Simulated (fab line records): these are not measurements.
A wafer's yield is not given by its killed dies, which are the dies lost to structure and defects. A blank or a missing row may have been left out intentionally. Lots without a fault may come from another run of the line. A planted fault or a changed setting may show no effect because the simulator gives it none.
fab line records -- flow nandHarc
[record] lots = 14, wafers = 42, lastDay = 24
route steps=1159 shown A_CONTACT@874 END@1159
lots with no fault: from the same line, run without faults
startH: the number of hours between the record's first day and the start of the first shown wafer of the lot -- waitH: hours since the lot's step before -- " repeats the value in the row above -- L1.1+2: several wafers, shown together as one row -- - either no value or no given start -- * or withheld: withheld -- < > ~ a bound
route shown NAME@n: names a module that has steps shown in the file, with the first one's number in the route -- usual: mean/standard deviation taken from wafers without a fault -- same: alike in all rows -- chamber/n: place in a boat -- sites: per-site readings -- _std_site: the standard deviation of these -- _edge_site: outer sites' mean less inner sites' -- radiusMm: how far each site lies from the wafer's centre -- mask NAME#n: copy n -- behind: tool/chamber where the wafer was last shaped -- hold: reason for holding the lot/hours on hold/outcome of the hold -- device: the n, p or np transistor that did not switch -- end of line: the tests these same wafers got at the end of their route -- where a step has no rows: the recipe by itself -- killed: the dies lost at the first sort to structure and to defects; this is not the yield of the wafer -- map: a wafer's dies, x killed, . not, _ none there
set.NAME: the setting the step ran with; set.NAME@STEP: the setting that earlier step ran with -- model.NAME: the simulator's own value behind a step, which no gauge read
a sample of lots followed through the steps of the route, with each step as a table and each wafer as a row
services: the hour from which a tool's chamber was out of use, counted from the record's first day as startH (under 0 if before that day), plus the number of hours and why
[[steps]]
[step NHARC_A_CONTACT_ETCH_123]
[recipe] sourceW = withheld, pressureMtorr = 20, biasV = 400, timeS = 253, targetDepthA = 10900, arFlowSccm = withheld, c4f8FlowSccm = 11.5, o2FlowSccm = 7.2, chemistry = C4F8/O2/Ar
lot.wafer,tool,chamber,startH,waitH,rfHoursCounterH
L844.2,harCapEtch-02,1,377.96,0.1,11
L844.1,harCapEtch-02,0,377.96,0.1,11
L844.3,harCapEtch-02,1,377.96,0.1,-
L847.1,harCapEtch-03,0,381.21,0.1,88
L847.4,harCapEtch-03,1,381.21,0.1,-
L847.3,harCapEtch-03,0,381.21,0.1,-
L848.2,harCapEtch-01,0,381.95,0.1,59
L848.6,harCapEtch-01,0,381.95,0.1,-
L848.5,harCapEtch-01,1,381.95,0.1,-
L849.1,harCapEtch-01,1,400.97,0.1,62
L849.4,harCapEtch-01,0,400.97,0.1,-
L849.6,harCapEtch-01,0,400.97,0.1,-
L846.2,harCapEtch-02,1,401.53,0.1,16
L846.5,harCapEtch-02,0,401.53,0.1,-
L846.6,harCapEtch-02,1,401.53,0.1,-
L854.4,harCapEtch-02,1,411.66,0.2,-
L854.5,harCapEtch-02,0,411.66,0.2,-
L854.6,harCapEtch-02,1,411.66,0.2,-
L851.2,harCapEtch-03,0,411.68,0.1,94
L851.1,harCapEtch-03,1,411.68,0.1,94
L851.5,harCapEtch-03,0,411.68,0.1,-
L853.1,harCapEtch-01,1,426.86,0.1,67
L853.2,harCapEtch-01,0,426.86,0.1,67
L853.5,harCapEtch-01,0,426.86,0.1,-
L860.1,harCapEtch-02,0,466.02,0.1,25
L860.4,harCapEtch-02,1,466.02,0.1,-
L860.6,harCapEtch-02,0,466.02,0.1,-
L862.1,harCapEtch-02,0,471.40,0.1,26
L862.2,harCapEtch-02,1,471.40,0.1,26
L862.6,harCapEtch-02,1,471.40,0.1,-
L864.2,harCapEtch-03,0,492.61,0.1,108
L864.4,harCapEtch-03,1,492.61,0.1,-
L864.5,harCapEtch-03,1,492.61,0.1,-
L865.3,harCapEtch-02,0,496.83,0.2,-
L865.4,harCapEtch-02,1,496.83,0.2,-
L865.5,harCapEtch-02,0,496.83,0.2,-
L866.1,harCapEtch-03,1,501.53,0.1,109
L866.2,harCapEtch-03,0,501.53,0.1,109
L866.6,harCapEtch-03,0,501.53,0.1,-
L863.1,harCapEtch-02,1,502.03,0.1,31
L863.3,harCapEtch-02,0,502.03,0.1,-
L863.6,harCapEtch-02,0,502.03,0.1,-
[step NHARC_A_CONTACT_DEP_57]
[recipe] targetThkA = 28000, tempC = 400, material = aC
[usual] throttleValvePct = 35.002/0.0092
lot.wafer,tool,chamber,startH,waitH,throttleValvePct
L844.1,aclDep-02,0,380.48,-,34.995
L844.2,aclDep-02,0,380.48,-,35.004
L844.3,aclDep-02,0,380.48,-,35.013
L847.1,aclDep-01,0,383.74,-,34.993
L847.3,aclDep-01,0,383.74,-,34.984
L847.4,aclDep-01,0,383.74,-,34.998
L848.2,aclDep-02,0,384.40,-,34.986
L848.5,aclDep-02,0,384.40,-,34.999
L848.6,aclDep-02,0,384.40,-,35.004
L849.1,aclDep-03,0,402.81,-,35.000
L849.4,aclDep-03,0,402.81,-,34.988
L849.6,aclDep-03,0,402.81,-,35.002
L846.2,aclDep-02,0,403.56,-,35.010
L846.5,aclDep-02,0,403.56,-,35.017
L846.6,aclDep-02,0,403.56,-,35.004
L851.1,aclDep-02,0,413.74,-,34.993
L851.2,aclDep-02,0,413.74,-,35.012
L851.5,aclDep-02,0,413.74,-,34.990
L854.4,aclDep-01,0,414.27,-,35.006
L854.5,aclDep-01,0,414.27,-,35.002
L854.6,aclDep-01,0,414.27,-,35.007
L853.1,aclDep-03,0,428.68,-,35.000
L853.2,aclDep-03,0,428.68,-,34.992
L853.5,aclDep-03,0,428.68,-,35.016
L860.1,aclDep-02,0,469.42,-,34.993
L860.4,aclDep-02,0,469.42,-,34.993
L860.6,aclDep-02,0,469.42,-,35.001
L862.1,aclDep-02,0,473.80,-,35.019
L862.2,aclDep-02,0,473.80,-,34.999
L862.6,aclDep-02,0,475.24,-,35.007
L864.2,aclDep-01,0,495.21,-,34.987
L864.4,aclDep-01,0,495.21,-,34.994
L864.5,aclDep-01,0,495.21,-,35.003
L865.3,aclDep-01,0,499.21,-,35.005
L865.4,aclDep-01,0,499.21,-,35.001
L865.5,aclDep-01,0,499.21,-,35.017
L866.1,aclDep-01,0,503.73,-,35.003
L866.2,aclDep-01,0,503.73,-,35.007
L866.6,aclDep-01,0,505.15,-,34.992
L863.1,aclDep-01,0,505.43,-,35.001
L863.3,aclDep-01,0,505.43,-,35.005
L863.6,aclDep-01,0,505.43,-,34.987
[step NHARC_A_CONTACT_INSPECT_71]
[usual] rawDefectCount = 26/11
lot.wafer,tool,chamber,startH,waitH,rawDefectCount
L844.1,defectInspect-02,-,383.07,0.0,17
L844.2,defectInspect-02,-,383.07,0.0,9
L844.3,defectInspect-02,-,383.07,0.0,18
L847.1,defectInspect-01,-,386.33,0.0,27
L847.3,defectInspect-01,-,386.33,0.0,20
L847.4,defectInspect-01,-,386.33,0.0,27
L848.2,defectInspect-01,-,386.75,0.0,20
L848.5,defectInspect-01,-,386.75,0.0,23
L848.6,defectInspect-01,-,386.75,0.0,16
L849.1,defectInspect-01,-,405.59,0.0,8
L849.4,defectInspect-01,-,405.59,0.0,17
L849.6,defectInspect-01,-,405.59,0.0,13
L846.2,defectInspect-02,-,405.83,0.0,24
L846.5,defectInspect-02,-,405.83,0.0,13
L846.6,defectInspect-02,-,405.83,0.0,25
L854.4,defectInspect-01,-,416.01,0.0,34
L854.5,defectInspect-01,-,416.01,0.0,26
L854.6,defectInspect-01,-,416.01,0.0,18
L851.1,defectInspect-01,-,416.21,0.0,28
L851.2,defectInspect-01,-,416.21,0.0,20
L851.5,defectInspect-01,-,416.21,0.0,25
L853.1,defectInspect-02,-,431.22,0.0,29
L853.2,defectInspect-02,-,431.22,0.0,25
L853.5,defectInspect-02,-,431.22,0.0,27
L860.1,defectInspect-02,-,471.89,0.0,1078
L860.4,defectInspect-02,-,471.89,0.0,1138
L860.6,defectInspect-02,-,471.89,0.0,1081
L862.1,defectInspect-02,-,476.39,0.0,1085
L862.2,defectInspect-02,-,476.39,0.0,1102
L862.6,defectInspect-02,-,476.39,0.0,1130
L864.2,defectInspect-02,-,497.59,0.0,33
L864.4,defectInspect-02,-,497.59,0.0,34
L864.5,defectInspect-02,-,497.59,0.0,38
L865.3,defectInspect-02,-,501.22,0.0,11
L865.4,defectInspect-02,-,501.22,0.0,11
L865.5,defectInspect-02,-,501.22,0.0,13
L866.1,defectInspect-02,-,506.30,0.0,15
L866.2,defectInspect-02,-,506.30,0.0,16
L866.6,defectInspect-02,-,506.30,0.0,18
L863.1,defectInspect-02,-,508.07,0.0,54
L863.3,defectInspect-02,-,508.07,0.0,66
L863.6,defectInspect-02,-,508.07,0.0,41
[step NHARC_A_CONTACT_ETCH_126]
[recipe] sourceW = withheld, pressureMtorr = 20, biasV = 1200, timeS = 155, targetDepthA = 9560, arFlowSccm = withheld, c4f8FlowSccm = withheld, o2FlowSccm = withheld, chemistry = C4F8/O2/Ar
lot.wafer,tool,chamber,startH,waitH,rfHoursCounterH
L844.2,harCapEtch-03,1,385.14,0.1,89
L844.1,harCapEtch-03,0,385.14,0.1,89
L844.3,harCapEtch-03,1,385.14,0.1,-
L847.1,harCapEtch-01,0,388.15,0.1,59
L847.3,harCapEtch-01,0,388.15,0.1,-
L847.4,harCapEtch-01,1,388.15,0.1,-
L848.2,harCapEtch-02,1,388.50,0.1,13
L848.5,harCapEtch-02,1,388.50,0.1,-
L848.6,harCapEtch-02,0,388.50,0.1,-
L849.1,harCapEtch-03,1,407.13,0.1,91
L849.4,harCapEtch-03,1,407.13,0.1,-
L849.6,harCapEtch-03,1,407.13,0.1,-
L846.2,harCapEtch-01,1,407.39,0.1,62
L846.6,harCapEtch-01,0,407.39,0.1,-
L846.5,harCapEtch-01,1,407.39,0.1,-
L854.4,harCapEtch-01,0,417.58,0.1,-
L854.6,harCapEtch-01,0,417.58,0.1,-
L854.5,harCapEtch-01,1,417.58,0.1,-
L851.2,harCapEtch-02,1,417.74,0.1,18
L851.1,harCapEtch-02,0,417.74,0.1,18
L851.5,harCapEtch-02,1,417.74,0.1,-
L853.2,harCapEtch-01,0,432.76,0.1,68
L853.1,harCapEtch-01,1,432.76,0.1,68
L853.5,harCapEtch-01,1,432.76,0.1,-
L860.1,harCapEtch-01,1,473.49,0.1,75
L860.4,harCapEtch-01,0,473.49,0.1,-
L860.6,harCapEtch-01,0,473.49,0.1,-
L862.1,harCapEtch-01,1,477.93,0.1,76
L862.2,harCapEtch-01,0,477.93,0.1,76
L862.6,harCapEtch-01,0,477.93,0.1,-
L864.2,harCapEtch-01,1,499.34,0.2,80
L864.4,harCapEtch-01,0,499.34,0.2,-
L864.5,harCapEtch-01,0,499.34,0.2,-
L865.4,harCapEtch-01,1,502.94,0.2,-
L865.3,harCapEtch-01,0,502.94,0.2,-
L865.5,harCapEtch-01,1,502.94,0.2,-
L866.2,harCapEtch-03,0,508.08,0.1,110
L866.1,harCapEtch-03,1,508.08,0.1,110
L866.6,harCapEtch-03,1,508.08,0.1,-
L863.1,harCapEtch-03,1,509.71,0.1,111
L863.3,harCapEtch-03,1,509.71,0.1,-
L863.6,harCapEtch-03,1,509.71,0.1,-
[step NHARC_A_CONTACT_ETCH_127]
[recipe] sourceW = withheld, pressureMtorr = 20, biasV = 1200, timeS = 155, targetDepthA = 9560, arFlowSccm = withheld, c4f8FlowSccm = withheld, o2FlowSccm = withheld, chemistry = C4F8/O2/Ar
lot.wafer,tool,chamber,startH,waitH,rfHoursCounterH
L844.2,harCapEtch-03,1,385.28,0.1,89
L844.1,harCapEtch-03,0,385.28,0.1,89
L844.3,harCapEtch-03,1,385.28,0.1,-
L847.1,harCapEtch-01,0,388.29,0.1,59
L847.3,harCapEtch-01,0,388.29,0.1,-
L847.4,harCapEtch-01,1,388.29,0.1,-
L848.2,harCapEtch-02,1,388.64,0.1,13
L848.5,harCapEtch-02,1,388.64,0.1,-
L848.6,harCapEtch-02,0,388.64,0.1,-
L849.1,harCapEtch-03,1,407.27,0.1,92
L849.4,harCapEtch-03,1,407.27,0.1,-
L849.6,harCapEtch-03,1,407.27,0.1,-
L846.2,harCapEtch-01,1,407.54,0.1,63
L846.6,harCapEtch-01,0,407.54,0.1,-
L846.5,harCapEtch-01,1,407.54,0.1,-
L854.4,harCapEtch-01,0,417.72,0.1,-
L854.6,harCapEtch-01,0,417.72,0.1,-
L854.5,harCapEtch-01,1,417.72,0.1,-
L851.2,harCapEtch-02,1,417.88,0.1,18
L851.1,harCapEtch-02,0,417.88,0.1,18
L851.5,harCapEtch-02,1,417.88,0.1,-
L853.2,harCapEtch-01,0,432.90,0.1,68
L853.1,harCapEtch-01,1,432.90,0.1,68
L853.5,harCapEtch-01,1,432.90,0.1,-
L860.1,harCapEtch-01,1,473.63,0.1,75
L860.4,harCapEtch-01,0,473.63,0.1,-
L860.6,harCapEtch-01,0,473.63,0.1,-
L862.1,harCapEtch-01,1,478.08,0.1,76
L862.2,harCapEtch-01,0,478.08,0.1,76
L862.6,harCapEtch-01,0,478.08,0.1,-
L864.2,harCapEtch-01,1,499.53,0.2,80
L864.4,harCapEtch-01,0,499.53,0.2,-
L864.5,harCapEtch-01,0,499.53,0.2,-
L865.4,harCapEtch-01,1,503.13,0.2,-
L865.3,harCapEtch-01,0,503.13,0.2,-
L865.5,harCapEtch-01,1,503.13,0.2,-
L866.2,harCapEtch-03,0,508.22,0.1,110
L866.1,harCapEtch-03,1,508.22,0.1,110
L866.6,harCapEtch-03,1,508.22,0.1,-
L863.1,harCapEtch-03,1,509.86,0.1,111
L863.3,harCapEtch-03,1,509.86,0.1,-
L863.6,harCapEtch-03,1,509.86,0.1,-
[step NHARC_END_SORT_01]
[recipe] tempC = 25
[usual] killedAtArray = 26/9.1, killedAtOther = 0.7/0.9, killedAtPeriphery = 3.6/2.8, killedDies = 30/9.2, killedOpen = 3.0/1.9, killedShort = 2.0/1.4
[same] grossDies = 677
lot.wafer,tool,chamber,startH,waitH,killedAtArray,killedAtOther,killedAtPeriphery,killedDies,killedOpen,killedShort
L860.1,prober-01,0,553.94,2.5,111,1,4,116,3,0
L860.4,prober-01,0,556.33,3.4,121,1,8,130,2,0
L860.6,prober-01,0,557.92,4.0,125,1,4,130,4,1
L862.1,prober-02,0,561.64,2.5,115,0,4,119,5,4
L862.2,prober-02,0,562.44,2.8,111,0,0,111,3,0
L862.6,prober-02,0,565.64,4.0,125,0,2,127,3,2
// killed by level:class
L860.1 A_CONTACT:unspecified=95 A_CHANNEL_FILL_D1:chamberFilmFlake=4 A_CONTACT:chamberFilmFlake=4 A_SLIT:chamberFilmFlake=3 P_BONDPAD:chamberFilmFlake=2 A_CHANNEL_HOLE_D1:chamberFilmFlake=2 P_GATE:geometricParticle:open=1 A_SGD_CUT:geometricParticle:open=1
L860.4 A_CONTACT:unspecified=103 A_SLIT:chamberFilmFlake=10 P_BONDPAD:chamberFilmFlake=5 A_CONTACT:chamberFilmFlake=5 P_ZERO_WELL:chamberFilmFlake=3 A_CHANNEL_HOLE_D1:geometricParticle:open=1 A_M1:geometricParticle:open=1 A_CHANNEL_FILL_D1:chamberFilmFlake=1
L860.6 A_CONTACT:unspecified=98 A_SLIT:chamberFilmFlake=11 A_CHANNEL_HOLE_D1:chamberFilmFlake=4 A_CONTACT:chamberFilmFlake=4 A_CHANNEL_FILL_D1:chamberFilmFlake=3 A_CONTACT:geometricParticle:open=2 P_ZERO_WELL:chamberFilmFlake=2 A_CHANNEL_FILL_D1:geometricParticle:short=1
L862.1 A_CONTACT:unspecified=93 A_CHANNEL_HOLE_D1:chamberFilmFlake=13 A_CONTACT:chamberFilmFlake=3 P_M0:geometricParticle:open=2 A_CONTACT:geometricParticle:open=2 P_CONTACT:geometricParticle:short=1 P_CONTACT:geometricParticle:open=1 A_ONON_D1:geometricParticle:short=1
L862.2 A_CONTACT:unspecified=91 A_CHANNEL_HOLE_D1:chamberFilmFlake=15 A_ONON_D1:geometricParticle:open=1 A_CHANNEL_FILL_D1:geometricParticle:open=1 A_CONTACT:geometricParticle:open=1 A_CHANNEL_FILL_D1:chamberFilmFlake=1 A_CONTACT:chamberFilmFlake=1
L862.6 A_CONTACT:unspecified=100 A_CHANNEL_HOLE_D1:chamberFilmFlake=19 A_STAIRCASE:chamberFilmFlake=2 P_CONTACT:geometricParticle:open=1 P_M0:geometricParticle:open=1 A_WL_FILL:geometricParticle:short=1 A_CONTACT:geometricParticle:short=1 A_M1:geometricParticle:open=1
[[services]]
tool,chamber,startH,hours,kind
aclDep-03,-,407.85,13.0,pm
aclDep-01,-,476.39,13.0,pm
harCapEtch-03,-,497.84,0.4,repair
[[key]]
[firstSign] step = NHARC_A_CONTACT_INSPECT_71, reading = rawDefectCount, direction = up, sigmas = 96, usual = 26, struck = 1102
[effect] step = NHARC_END_SORT_01, reading = killedAtArray, direction = up, sigmas = 10, usual = 26, struck = 118
[moreKillsBornAt] NHARC_A_CONTACT_DEP_57@aclDep-02 = 580
metAt NHARC_A_CONTACT_DEP_57
struckLots L860,L862
testerLeftOut L860,L862
notActingAt NHARC_A_CONTACT_ETCH_123,NHARC_A_CONTACT_ETCH_126,NHARC_A_CONTACT_ETCH_127
onsetBetween 413.74 469.42
[fault] kind = chamberParticleSource, tool = aclDep-02, chamber = -, onsetH = 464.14, steps = NHARC_A_CONTACT_DEP_57, ratePerVisitCm2 = 1.6577, endH = 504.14
// testerLeftOut: of these lots the tester's yield and bins aren't shown, on N5 and GAA mostly nor the transistor test; their killed dies are dies lost to structure and defects alone, not to doping, threshold or leakage, so they don't give the yield
